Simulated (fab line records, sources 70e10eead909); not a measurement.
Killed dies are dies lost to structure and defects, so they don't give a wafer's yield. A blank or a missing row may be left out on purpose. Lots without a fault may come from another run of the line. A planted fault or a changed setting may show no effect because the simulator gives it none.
Which tool did it? | flow nand_harc | 12 lots, 36 wafers sampled, at 1 step of a route of 1302

WHAT THE GAUGES READ, wafer by wafer
NHARC_A_ONON_D1_INSPECT_32.
lot  | measured     | on                | raw_defect_count
L075 | day 8 20:41  | defect_inspect-01 | 59 49 57
L077 | day 9 17:19  | defect_inspect-01 | 78 126 111
L079 | day 10 05:27 | defect_inspect-02 | 56 102 86
L081 | day 11 06:31 | defect_inspect-02 | 69 107 103
L084 | day 12 09:02 | defect_inspect-02 | 52 66 70
L085 | day 12 20:52 | defect_inspect-02 | 65 60 101
L087 | day 13 17:06 | defect_inspect-02 | 53 36 58
L089 | day 14 09:20 | defect_inspect-01 | 79 106 63
L091 | day 15 07:26 | defect_inspect-01 | 74 60 58
L093 | day 16 06:40 | defect_inspect-02 | 62 56 61
L095 | day 17 06:41 | defect_inspect-02 | 90 172 123
L097 | day 17 19:41 | defect_inspect-02 | 79 91 50

WHICH TOOL RAN EACH LOT (tool, then ch and the chambers of the sampled wafers, then the start)
The record holds no process step before these readings.

THE ANSWER, worked out from the rows above alone
Rule: what is usual is taken from the lots themselves. Put in order of their means at a reading, lots are off if they are a third of the lots or fewer, leave a main group of 4 or more, and stand apart from it by a gap of 3 or more times the standard deviation of the main group's means; of several such gaps the widest counts. A main group whose means are all the same, to the digits that the tables above print for the reading, isn't used. A lot without any number at a reading at which 4 lots or more have one is off too. The other lots that the step has rows for count as sound.
No lot is off at any reading shown: from this, nothing can be told.

WHAT THE SIMULATOR HAD PUT IN
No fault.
